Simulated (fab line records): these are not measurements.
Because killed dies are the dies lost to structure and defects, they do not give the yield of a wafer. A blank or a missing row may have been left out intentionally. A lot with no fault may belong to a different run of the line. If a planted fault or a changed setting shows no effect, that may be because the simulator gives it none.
fab line records	flow n5Finfet
[record] lots = 7	wafers = 39
route steps=1938 shown ZERO_LAYER@11 FIN_SAQP@102 SD_EPI_N@273 MOL_CONTACT_COAG@551 BEOL_M0_SAQP@638
startH: hours from the record's first day to the start of the lot's first wafer shown	waitH: how many hours have passed since the lot's step before this one	" unchanged from the row above	L1.1+2: a row that stands for several wafers	- no value, or no start given	* or withheld: withheld	< > ~ a bound
route shown NAME@n: NAME is a module with steps in the file, n the number in the route of the first one	usual: average and standard deviation across the fault-free wafers	same: alike in all rows	chamber/n: place in a boat	sites: per-site readings	_std_site: their standard deviation	_edge_site: mean of outer sites minus mean of inner sites	radiusMm: how far each site lies from the wafer's centre	mask NAME#n: copy n	behind: the last tool/chamber to shape the wafer	hold: why the lot went on hold/how many hours it stayed there/how the hold came to an end	device: the transistor (n, p or np) that didn't switch	end of line: tests run on the same wafers once the route is complete	where a step has no rows: the recipe by itself	killed: count of dies lost to structure and defects at first sort (not the wafer's yield)	map: dies across one wafer; x = killed, . = not, _ = none there
set.NAME: the setting the step ran with; set.NAME@STEP: the setting that earlier step ran with	model.NAME: the simulator's own value behind a step, which no gauge read
one table per step and one row per wafer, for lots whose settings were changed on purpose
[[steps]]
[step N5_ZERO_LAYER_DEVELOP_10]
[recipe] developTimeS = 60	rinseLiquid = diw	dry = airSpin	devTempC = 21
lot.wafer	tool	chamber	startH	waitH	set.developTimeS
L074.1+2+6	lithoTrack-01	0	-	-	60
L074.3+4+5	"	0	"	"	86.44
L077.1+5+6	lithoTrack-05	0	-	-	28.11
L077.2+3+4	"	0	"	"	60
L082.1+3+4	lithoTrack-01	0	-	-	60
L082.2+5+6	"	0	"	"	43.88
L088.1+4+5	lithoTrack-05	0	-	-	60
L088.2+3+6	"	0	"	"	80.16
L089.1+3+4	lithoTrack-05	0	-	-	41.92
L089.2+5+6	"	0	"	"	60
L093.1+4+5	lithoTrack-03	0	-	-	60
L095.1+2+6	lithoTrack-03	0	-	-	35
L095.3+4+5	"	0	"	"	60
[step N5_ZERO_LAYER_HARDBAKE_23]
[recipe] tempC = 130	timeS = 120
[step N5_ZERO_LAYER_CD_MEAS_11]
[recipe] targetCdNm = 2000	landingEnergyEv = 500	detector = seInlens
[usual] cdNm = 2000.8/2.3
lot.wafer	tool	chamber	startH	waitH	set.developTimeS@ZERO_LAYER_DEVELOP_10	cdNm
L074.1	cdSem-01	0	12.77	-	60	2000.1
L074.2	"	0	"	"	60	2002.6
L074.3	"	0	"	"	86.44	2009.1
L074.4	"	0	"	"	86.44	2007.7
L074.5	"	0	"	"	86.44	2009.3
L074.6	"	0	"	"	60	2003.8
L077.1	cdSem-03	0	30.66	-	28.11	1986.6
L077.2	"	0	"	"	60	1998.4
L077.3	"	0	"	"	60	2000.8
L077.4	"	0	"	"	60	2004.9
L077.5	"	0	"	"	28.11	1989.7
L077.6	"	0	"	"	28.11	1985.6
L082.1	cdSem-02	0	60.77	-	60	1999.9
L082.2	"	0	"	"	43.88	1993.7
L082.3	"	0	"	"	60	1998.7
L082.4	"	0	"	"	60	2000.1
L082.5	"	0	"	"	43.88	1995.8
L082.6	"	0	"	"	43.88	1993.4
L088.1	cdSem-01	0	96.64	-	60	1998.5
L088.2	"	0	"	"	80.16	2008.6
L088.3	"	0	"	"	80.16	2005.8
L088.4	"	0	"	"	60	1999.5
L088.5	"	0	"	"	60	2003.3
L088.6	"	0	"	"	80.16	2012.1
L089.1	cdSem-01	0	102.65	-	41.92	1995.6
L089.2	"	0	"	"	60	2004.9
L089.3	"	0	"	"	41.92	1993.1
L089.4	"	0	"	"	41.92	1995.4
L089.5	"	0	"	"	60	1998.5
L089.6	"	0	"	"	60	2000.9
L093.1	cdSem-01	0	126.77	-	60	2000.8
L093.4	"	0	"	"	60	2000.2
L093.5	"	0	"	"	60	1997.8
L095.1	cdSem-02	0	138.65	-	35	1989.8
L095.2	"	0	"	"	35	1990.5
L095.3	"	0	"	"	60	1997.0
L095.4	"	0	"	"	60	1998.5
L095.5	"	0	"	"	60	1998.3
L095.6	"	0	"	"	35	1986.5
[step N5_ZERO_LAYER_DESCUM_16]
[recipe] chemistry = O2	timeS = 7.9	sourcePowerW = 50	biasPowerW = 20	pressureMtorr = 20	rfFrequencyHz = 2.712e+07	tempC = 40	o2FlowSccm = 225
lot.wafer	tool	chamber	startH	waitH	set.developTimeS@ZERO_LAYER_DEVELOP_10	model.ZERO_LAYER.cdNm
L074.1	rieDiel-02	2	13.08	0.3	60	2000
L074.2	"	0	"	"	60	2003
L074.3+5	"	1	"	"	86.44	2009
L074.4	"	2	"	"	86.44	2008
L074.6	"	0	"	"	60	2004
L077.1	rieDiel-02	1	30.70	0.0	28.11	1987
L077.2	"	0	"	"	60	1998
L077.3	"	2	"	"	60	2001
L077.4	"	3	"	"	60	2005
L077.5	"	1	"	"	28.11	1990
L077.6	"	0	"	"	28.11	1986
L082.1+4	rieDiel-02	2,0	60.81	0.0	60	2000
L082.2	"	3	"	"	43.88	1994
L082.3	"	1	"	"	60	1999
L082.5	"	3	"	"	43.88	1996
L082.6	"	2	"	"	43.88	1993
L088.1	rieDiel-02	1	96.91	0.3	60	1998
L088.2	"	3	"	"	80.16	2009
L088.3	"	2	"	"	80.16	2006
L088.4	"	0	"	"	60	1999
L088.5	"	3	"	"	60	2003
L088.6	"	0	"	"	80.16	2012
L089.1+4	rieDiel-02	0,2	102.69	0.0	41.92	1995
L089.2	"	1	"	"	60	2005
L089.3	"	3	"	"	41.92	1993
L089.5	"	3	"	"	60	1999
L089.6	"	0	"	"	60	2001
L093.1+4	rieDiel-03	2,1	126.80	0.0	60	2000
L093.5	"	2	"	"	60	1997
L095.1+2	rieDiel-02	2,1	138.76	0.1	35	1990
L095.3	"	0	"	"	60	1997
L095.4+5	"	3	"	"	60	1999
L095.6	"	2	"	"	35	1986
[step N5_FIN_SAQP_HM_DEP_72]
[recipe] material = SiO2	targetThkA = 120	tempC = 400	precursor = SiH4/N2O	pressureTorr = 0.75	rfW = 275	timeS = 7.2
lot.wafer	tool	chamber	startH	waitH	set.timeS	model.SiO2_of_FIN_SAQP_HM_DEP_72.thkNm
L074.1	pecvd-03	0	21.99	0.0	10.05	16.52
L074.2	"	1	"	"	10.05	16.67
L074.3	"	2	"	"	7.2	11.71
L074.4	"	1	"	"	10.05	17.03
L074.5	"	0	"	"	7.2	12.27
L074.6	"	2	"	"	7.2	11.91
L077.1	pecvd-03	1	38.83	0.0	7.2	12.02
L077.2+5	"	0,2	"	"	9.876	16.6
L077.3	"	2	"	"	9.876	16.51
L077.4	"	0	"	"	7.2	12.2
L077.6	"	1	"	"	7.2	12.26
L082.1	pecvd-04	0	69.46	0.0	7.2	11.62
L082.2	"	2	"	"	9.011	14.9
L082.3	"	1	"	"	7.2	11.99
L082.4+6	"	2,1	"	"	9.011	15.17
L082.5	"	0	"	"	7.2	12.03
L088.1	pecvd-02	2	105.55	0.0	10.26	17.14
L088.2	"	0	"	"	10.26	16.67
L088.3	"	1	"	"	7.2	11.81
L088.4	"	1	"	"	10.26	17.15
L088.5	"	0	"	"	7.2	12.04
L088.6	"	2	"	"	7.2	12.21
L089.1	pecvd-03	0	111.38	0.0	2.968	5.037
L089.2	"	1	"	"	7.2	11.78
L089.3	"	2	"	"	7.2	11.8
L089.4	"	0	"	"	7.2	12
L089.5	"	1	"	"	2.968	4.933
L089.6	"	2	"	"	2.968	4.924
L093.1	pecvd-03	0	135.51	0.0	7.2	11.83
L093.4	"	2	"	"	7.2	12.05
L093.5	"	1	"	"	7.2	11.97
L095.1	pecvd-04	2	147.86	0.0	7.2	12.02
L095.2	"	1	"	"	4.657	7.803
L095.3	"	1	"	"	7.2	12.32
L095.4	"	2	"	"	4.657	7.931
L095.5	"	1	"	"	7.2	12.38
L095.6	"	2	"	"	4.657	7.885
[step N5_FIN_SAQP_COAT_49]
[recipe] resist = SOC	tempC = 250	timeS = 60	spinRpm = 1500	resistThkNm = 100
[step N5_FIN_SAQP_COAT_50]
[recipe] resist = SiARC	tempC = 220	timeS = 60	spinRpm = 1500	resistThkNm = 35
[step N5_FIN_SAQP_ETCH_52]
[recipe] chemistry = N2/H2	target = SOC	targetDepthA = 1000	overetchA = 200	maskMaterial = SiARC	tempC = 40	timeS = 150	ionEnergyEv = 200	pressureMtorr = 30	sourceW = 840	biasW = 150	n2FlowSccm = 200	h2FlowSccm = 200	ends = endPoint
[step N5_FIN_SAQP_STRIP_53]
[recipe] chemistry = N2/H2	tempC = 40	n2FlowSccm = 200	h2FlowSccm = 200	rfFrequencyHz = 6e+07
[step N5_FIN_SAQP_HM_OPEN_73]
[recipe] chemistry = CHF3/O2	target = SiO2	stopOn = a-Si	targetDepthA = 120	overEtchFrac = 1.8	maskMaterial = SOC	timeS = 16.8	pressureMtorr = 30	sourceW = 650	biasW = 170	Ar_flow_sccm = 200	CHF3_flow_sccm = 50	O2_flow_sccm = 5	ionEnergyEv = 200	ends = endPoint
lot.wafer	tool	chamber	startH	waitH	set.timeS@FIN_SAQP_HM_DEP_72	model.etch.depthNm
L074.1	rieDiel-05	0	22.61	0.0	10.05	16.52
L074.2	"	1	"	"	10.05	16.67
L074.3	"	3	"	"	7.2	11.71
L074.4	"	2	"	"	10.05	17.03
L074.5	"	3	"	"	7.2	12.27
L074.6	"	0	"	"	7.2	11.91
L077.1	rieDiel-01	3	40.00	0.0	7.2	12.02
L077.2+5	"	2,3	"	"	9.876	16.6
L077.3	"	0	"	"	9.876	16.51
L077.4	"	1	"	"	7.2	12.2
L077.6	"	2	"	"	7.2	12.26
L082.1	rieDiel-01	3	70.20	0.0	7.2	11.62
L082.2	"	2	"	"	9.011	14.9
L082.3	"	1	"	"	7.2	11.99
L082.4+6	"	2,1	"	"	9.011	15.17
L082.5	"	3	"	"	7.2	12.03
L088.1	rieDiel-05	1	106.39	0.0	10.26	17.14
L088.2	"	0	"	"	10.26	16.67
L088.3	"	3	"	"	7.2	11.81
L088.4	"	2	"	"	10.26	17.15
L088.5	"	1	"	"	7.2	12.04
L088.6	"	2	"	"	7.2	12.21
L089.1	rieDiel-01	1	112.00	0.0	2.968	5.037
L089.2	"	2	"	"	7.2	11.78
L089.3	"	3	"	"	7.2	11.8
L089.4	"	0	"	"	7.2	12
L089.5	"	1	"	"	2.968	4.933
L089.6	"	0	"	"	2.968	4.924
L093.1	rieDiel-01	0	136.13	0.0	7.2	11.83
L093.4	"	2	"	"	7.2	12.05
L093.5	"	0	"	"	7.2	11.97
L095.1	rieDiel-01	0	148.63	0.0	7.2	12.02
L095.2	"	2	"	"	4.657	7.803
L095.3	"	1	"	"	7.2	12.32
L095.4	"	3	"	"	4.657	7.931
L095.5	"	1	"	"	7.2	12.38
L095.6	"	2	"	"	4.657	7.885
[step N5_SD_EPI_N_DESCUM_14]
[recipe] chemistry = O2	timeS = 7.9	sourcePowerW = 50	biasPowerW = 20	pressureMtorr = 20	rfFrequencyHz = 2.712e+07	tempC = 40	resist = CAR-ArF-block	o2FlowSccm = 225
lot.wafer	tool	chamber	startH	waitH	set.timeS	model.CAR-ArF-block_of_SD_EPI_N_COAT_03.thkNm
L074.1+4	rieDiel-04	1,0	52.24	0.1	7.9	143.6
L074.2	"	2	"	"	10.36	142.8
L074.3	"	3	"	"	10.36	142
L074.5	"	0	"	"	7.9	143.8
L074.6	"	1	"	"	10.36	142.2
L077.1	rieDiel-04	3	67.33	0.2	7.9	143.4
L077.2	"	2	"	"	7.9	144.2
L077.3+4	"	1,0	"	"	3.561	146.6
L077.5	"	2	"	"	7.9	144
L077.6	"	1	"	"	3.561	146.4
L082.1	rieDiel-04	3	95.39	0.0	3.681	145.6
L082.2	"	0	"	"	3.681	146
L082.3+4+6	"	1,2,0	"	"	7.9	143.6
L082.5	"	3	"	"	3.681	145.8
L088.1+6	rieDiel-04	2,0	135.57	0.0	5.018	145
L088.2+3	"	0,3	"	"	7.9	143.2
L088.4	"	1	"	"	5.018	145.2
L088.5	"	1	"	"	7.9	143.6
L089.1+3	rieDiel-04	2,1	146.94	0.0	7.9	143.4
L089.2+6	"	3	"	"	7.9	143.2
L089.4	"	1	"	"	7.9	143.8
L089.5	"	2	"	"	7.9	143.6
L093.1+4	rieDiel-04	1,2	164.48	0.0	7.9	143
L093.5	"	0	"	"	7.9	143.2
L095.1+3	rieDiel-04	0,1	175.99	0.0	7.9	143.8
L095.2+4	"	2,1	"	"	11.48	141.6
L095.5	"	2	"	"	11.48	141.8
L095.6	"	0	"	"	7.9	143.4
[step N5_SD_EPI_N_ETCH_34]
[recipe] chemistry = CF4	target = SiARC	targetDepthA = 455	maskMaterial = CAR-ArF-block	timeS = 75.8	ionEnergyEv = 80	pressureMtorr = 40	sourceW = 545	biasW = 36	Ar_flow_sccm = 100	cf4FlowSccm = 100	ends = cleared
lot.wafer	tool	chamber	startH	waitH	set.timeS@SD_EPI_N_DESCUM_14	model.CAR-ArF-block_of_SD_EPI_N_COAT_03.thkNm
L074.1	rieDiel-04	1	52.27	0.0	7.9	111
L074.2	"	2	"	"	10.36	110.2
L074.3+6	"	3,1	"	"	10.36	109.4
L074.4	"	0	"	"	7.9	110.8
L074.5	"	0	"	"	7.9	111.2
L077.1	rieDiel-04	3	67.36	0.0	7.9	111
L077.2	"	2	"	"	7.9	111.8
L077.3+4	"	1,0	"	"	3.561	114
L077.5	"	2	"	"	7.9	111.6
L077.6	"	1	"	"	3.561	113.8
L082.1	rieDiel-04	3	95.42	0.0	3.681	112.8
L082.2	"	0	"	"	3.681	113.4
L082.3+4+6	"	1,2,0	"	"	7.9	111
L082.5	"	3	"	"	3.681	113.2
L088.1+6	rieDiel-04	2,0	135.61	0.0	5.018	112.4
L088.2+3	"	0,3	"	"	7.9	110.6
L088.4	"	1	"	"	5.018	112.8
L088.5	"	1	"	"	7.9	111
L089.1+6	rieDiel-04	2,3	146.98	0.0	7.9	110.8
L089.2	"	3	"	"	7.9	110.6
L089.3+5	"	1,2	"	"	7.9	111
L089.4	"	1	"	"	7.9	111.4
L093.1+5	rieDiel-04	1,0	164.51	0.0	7.9	110.6
L093.4	"	2	"	"	7.9	110.4
L095.1	rieDiel-04	0	176.03	0.0	7.9	111.4
L095.2+4	"	2,1	"	"	11.48	109.2
L095.3	"	1	"	"	7.9	111.2
L095.5	"	2	"	"	11.48	109.4
L095.6	"	0	"	"	7.9	111
[step N5_MOL_CONTACT_COAG_SPUTTER_130]
[recipe] material = Co	targetThkA = 475	tempC = 25	chamberPressurePa = 0.5	powerW = 3000
lot.wafer	tool	chamber	startH	waitH	set.targetThkA	model.Co_of_MOL_CONTACT_COAG_SPUTTER_130.thkNm
L074.1	pvdSputter-01	-	95.99	0.0	475	47.4
L074.2+4+5+6	"	-	"	"	475	47.8
L074.3	"	-	"	"	475	48.2
L077.1	pvdSputter-03	-	114.60	0.0	684.6	68.6
L077.2	"	-	"	"	475	47.2
L077.3	"	-	"	"	684.6	67.8
L077.4	"	-	"	"	475	47.6
L077.5	"	-	"	"	684.6	68.2
L077.6	"	-	"	"	475	47.8
L082.1	pvdSputter-03	-	141.63	0.0	475	46.6
L082.2	"	-	"	"	475	47.2
L082.3+4	"	-	"	"	475	47.4
L082.5	"	-	"	"	475	47.6
L082.6	"	-	"	"	475	47.8
L088.1+3	pvdSputter-03	-	179.97	0.0	475	47
L088.2	"	-	"	"	475	47.2
L088.4	"	-	"	"	302.6	30.2
L088.5	"	-	"	"	302.6	29.8
L088.6	"	-	"	"	302.6	29.6
L089.1+5	pvdSputter-02	-	192.90	0.0	475	48.2
L089.2	"	-	"	"	475	47.6
L089.3	"	-	"	"	696.2	70
L089.4	"	-	"	"	696.2	69.6
L089.6	"	-	"	"	696.2	69.8
L093.1	pvdSputter-01	-	212.87	0.0	475	48.6
L093.4+5	"	-	"	"	475	48.2
L095.1+4	pvdSputter-01	-	221.09	0.0	475	47.8
L095.2	"	-	"	"	475	47.6
L095.3	"	-	"	"	206.7	20.8
L095.5	"	-	"	"	206.7	21
L095.6	"	-	"	"	206.7	21.2
[step N5_BEOL_M0_SAQP_PECVD_04]
[recipe] material = a-Si	targetThkA = 600	tempC = 350	precursor = SiH4/He	pressureTorr = 3	rfW = 100	timeS = 60.2
lot.wafer	tool	chamber	startH	waitH	set.timeS	model.a-Si_of_BEOL_M0_SAQP_PECVD_04.thkNm
L074.1	pecvd-02	1	110.81	0.0	60.2	59.4
L074.2	"	0	"	"	48.04	47.8
L074.3	"	2	"	"	60.2	60.6
L074.4	"	0	"	"	60.2	61
L074.5	"	2	"	"	48.04	49.6
L074.6	"	1	"	"	48.04	48.4
L077.1	pecvd-01	2	125.62	0.0	60.2	58.6
L077.2	"	1	"	"	60.2	59.2
L077.3	"	0	"	"	49.9	49.4
L077.4	"	2	"	"	49.9	49.6
L077.5	"	1	"	"	49.9	50.4
L077.6	"	0	"	"	60.2	61.2
L082.1	pecvd-03	1	152.74	0.0	60.2	59.4
L082.2	"	0	"	"	60.2	58.8
L082.3	"	2	"	"	60.2	59.8
L082.4	"	1	"	"	89.99	90
L082.5	"	0	"	"	89.99	90.4
L082.6	"	2	"	"	89.99	90.2
L088.1	pecvd-02	1	193.43	0.0	60.2	60
L088.2	"	0	"	"	60.2	60.6
L088.3+4	"	2,1	"	"	60.2	60.8
L088.5+6	"	2,0	"	"	60.2	62
L089.1+4+6	pecvd-02	0,1,1	204.69	0.0	73.26	73.2
L089.2	"	1	"	"	60.2	58.8
L089.3+5	"	0	"	"	60.2	61.2
L093.1	pecvd-03	1	225.79	0.0	60.2	58.2
L093.4	"	1	"	"	60.2	59.4
L093.5	"	2	"	"	60.2	60
L095.1	pecvd-02	0	232.50	0.0	60.2	59.8
L095.2	"	2	"	"	60.2	59.4
L095.3	"	1	"	"	60.2	59
L095.4	"	2	"	"	60.2	60.6
L095.5	"	1	"	"	60.2	60
L095.6	"	0	"	"	60.2	60.8
[step N5_BEOL_M0_SAQP_THK_MEAS_05]
[usual] thkNm = 59.7/0.87
lot.wafer	tool	chamber	startH	waitH	set.timeS@BEOL_M0_SAQP_PECVD_04	thkNm
L074.1	filmMetro-02	-	110.91	0.1	60.2	59.4
L074.2	"	-	"	"	48.04	47.8
L074.3	"	-	"	"	60.2	60.5
L074.4	"	-	"	"	60.2	61.1
L074.5	"	-	"	"	48.04	49.6
L074.6	"	-	"	"	48.04	48.4
L077.1	filmMetro-01	-	125.72	0.1	60.2	58.6
L077.2	"	-	"	"	60.2	59.3
L077.3	"	-	"	"	49.9	49.5
L077.4	"	-	"	"	49.9	49.6
L077.5	"	-	"	"	49.9	50.4
L077.6	"	-	"	"	60.2	61.2
L082.1	filmMetro-02	-	152.83	0.1	60.2	59.4
L082.2	"	-	"	"	60.2	58.7
L082.3	"	-	"	"	60.2	59.8
L082.4	"	-	"	"	89.99	90.1
L082.5	"	-	"	"	89.99	90.4
L082.6	"	-	"	"	89.99	90.3
L088.1	filmMetro-01	-	193.52	0.1	60.2	59.9
L088.2	"	-	"	"	60.2	60.6
L088.3	"	-	"	"	60.2	60.8
L088.4	"	-	"	"	60.2	60.9
L088.5	"	-	"	"	60.2	62.0
L088.6	"	-	"	"	60.2	61.9
L089.1	filmMetro-02	-	204.82	0.1	73.26	73.2
L089.2	"	-	"	"	60.2	58.7
L089.3	"	-	"	"	60.2	61.3
L089.4	"	-	"	"	73.26	73.2
L089.5	"	-	"	"	60.2	61.3
L089.6	"	-	"	"	73.26	73.1
L093.1	filmMetro-01	-	225.89	0.1	60.2	58.3
L093.4	"	-	"	"	60.2	59.3
L093.5	"	-	"	"	60.2	60.0
L095.1	filmMetro-02	-	232.60	0.1	60.2	59.7
L095.2	"	-	"	"	60.2	59.3
L095.3	"	-	"	"	60.2	59.0
L095.4	"	-	"	"	60.2	60.5
L095.5	"	-	"	"	60.2	59.9
L095.6	"	-	"	"	60.2	60.9
[step N5_BEOL_M0_SAQP_HM_DEP_111]
[recipe] material = SiO2	targetThkA = 120	tempC = 400	precursor = SiH4/N2O	pressureTorr = 0.75	rfW = 275	timeS = 7.2
[step N5_BEOL_M0_SAQP_COAT_81]
[recipe] resist = SOC	tempC = 250	timeS = 60	spinRpm = 1500	resistThkNm = 100
[step N5_BEOL_M0_SAQP_HM_OPEN_112]
[recipe] chemistry = CHF3/O2	target = SiO2	stopOn = a-Si	targetDepthA = 120	overEtchFrac = 1.25	maskMaterial = SOC	timeS = 13.5	pressureMtorr = 30	sourceW = 650	biasW = 170	Ar_flow_sccm = 200	CHF3_flow_sccm = 50	O2_flow_sccm = 5	ionEnergyEv = 200	ends = endPoint
[step N5_BEOL_M0_SAQP_STRIP_113]
[recipe] chemistry = CHF3/O2	resist = SiARC	rfFrequencyHz = 6e+07
[step N5_BEOL_M0_SAQP_MANDREL_ETCH_20]
[recipe] targetDepthA = 600	chemistry = HBr/Cl2	target = a-Si	stopOn = SiNx	btTimeS = 10	maskMaterial = SOC	overEtchFrac = 0.5	timeS = 30	pressureMtorr = 10	icpW = 800	biasW = 75	HBr_flow_sccm = 150	Cl2_flow_sccm = 80	ends = endPoint
[usual] oesProductAu = 0.776/0.016
lot.wafer	tool	chamber	startH	waitH	set.timeS@BEOL_M0_SAQP_PECVD_04	oesProductAu	model.etch.depthNm
L074.1	rieSi-02	1	111.99	0.0	60.2	0.769	59.4
L074.2	"	3	"	"	48.04	0.695	47.87
L074.3	"	0	"	"	60.2	0.791	60.53
L074.4	"	2	"	"	60.2	0.770	61.05
L074.5	"	2	"	"	48.04	0.692	49.6
L074.6	"	3	"	"	48.04	0.706	48.42
L077.1	rieSi-04	1	126.44	0.0	60.2	0.782	58.62
L077.2	"	2	"	"	60.2	0.779	59.25
L077.3	"	0	"	"	49.9	0.719	49.43
L077.4	"	3	"	"	49.9	0.703	49.56
L077.5	"	3	"	"	49.9	0.716	50.39
L077.6	"	0	"	"	60.2	0.801	61.18
L082.1	rieSi-02	1	153.69	0.0	60.2	0.763	59.39
L082.2	"	2	"	"	60.2	0.747	58.73
L082.3	"	3	"	"	60.2	0.778	59.82
L082.4	"	0	"	"	89.99	1.007	89.93
L082.5	"	3	"	"	89.99	0.999	88.74
L082.6	"	0	"	"	89.99	0.999	90.23
L088.1	rieSi-05	0	194.37	0.0	60.2	0.779	59.95
L088.2	"	2	"	"	60.2	0.764	60.63
L088.3	"	1	"	"	60.2	0.787	60.7
L088.4	"	3	"	"	60.2	0.762	60.87
L088.5	"	1	"	"	60.2	0.804	62.04
L088.6	"	2	"	"	60.2	0.769	61.89
L089.1	rieSi-05	0	205.67	0.0	73.26	0.875	73.21
L089.2	"	3	"	"	60.2	0.749	58.72
L089.3	"	1	"	"	60.2	0.797	61.28
L089.4	"	2	"	"	73.26	0.846	73.28
L089.5	"	2	"	"	60.2	0.767	61.28
L089.6	"	3	"	"	73.26	0.861	73.13
L093.1	rieSi-05	1	226.75	0.0	60.2	0.779	58.22
L093.4	"	2	"	"	60.2	0.742	59.3
L093.5	"	1	"	"	60.2	0.789	60.02
L095.1	rieSi-04	3	233.32	0.0	60.2	0.772	59.71
L095.2	"	2	"	"	60.2	0.778	59.36
L095.3	"	0	"	"	60.2	0.790	59.01
L095.4	"	1	"	"	60.2	0.806	60.48
L095.5	"	3	"	"	60.2	0.777	59.88
L095.6	"	2	"	"	60.2	0.789	60.9
[[key]]
[split] step = N5_ZERO_LAYER_DEVELOP_10	setting = developTimeS	stated = 60	by = wafer
[response] step = N5_ZERO_LAYER_CD_MEAS_11	reading = cdNm	change = +0.22	per = 1%	r = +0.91
[response] step = N5_ZERO_LAYER_DESCUM_16	reading = model.ZERO_LAYER.cdNm	change = +0.222	per = 1%	r = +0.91
[split] step = N5_FIN_SAQP_HM_DEP_72	setting = timeS	stated = 7.2	by = wafer
[response] step = N5_FIN_SAQP_HM_DEP_72	reading = model.SiO2_of_FIN_SAQP_HM_DEP_72.thkNm	change = +0.119	per = 1%	r = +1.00
[response] step = N5_FIN_SAQP_HM_OPEN_73	reading = model.etch.depthNm	change = +0.119	per = 1%	r = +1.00
[split] step = N5_SD_EPI_N_DESCUM_14	setting = timeS	stated = 7.9	by = wafer
[response] step = N5_SD_EPI_N_DESCUM_14	reading = model.CAR-ArF-block_of_SD_EPI_N_COAT_03.thkNm	change = -0.0449	per = 1%	r = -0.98
[response] step = N5_SD_EPI_N_ETCH_34	reading = model.CAR-ArF-block_of_SD_EPI_N_COAT_03.thkNm	change = -0.0435	per = 1%	r = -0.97
[split] step = N5_MOL_CONTACT_COAG_SPUTTER_130	setting = targetThkA	stated = 475	by = wafer
[response] step = N5_MOL_CONTACT_COAG_SPUTTER_130	reading = model.Co_of_MOL_CONTACT_COAG_SPUTTER_130.thkNm	change = +0.471	per = 1%	r = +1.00
[split] step = N5_BEOL_M0_SAQP_PECVD_04	setting = timeS	stated = 60.2	by = wafer
[response] step = N5_BEOL_M0_SAQP_PECVD_04	reading = model.a-Si_of_BEOL_M0_SAQP_PECVD_04.thkNm	change = +0.611	per = 1%	r = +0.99
[response] step = N5_BEOL_M0_SAQP_THK_MEAS_05	reading = thkNm	change = *	per = 1%	r = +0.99
[response] step = N5_BEOL_M0_SAQP_MANDREL_ETCH_20	reading = oesProductAu	change = +0.00459	per = 1%	r = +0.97
[response] step = N5_BEOL_M0_SAQP_MANDREL_ETCH_20	reading = model.etch.depthNm	change = +0.603	per = 1%	r = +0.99
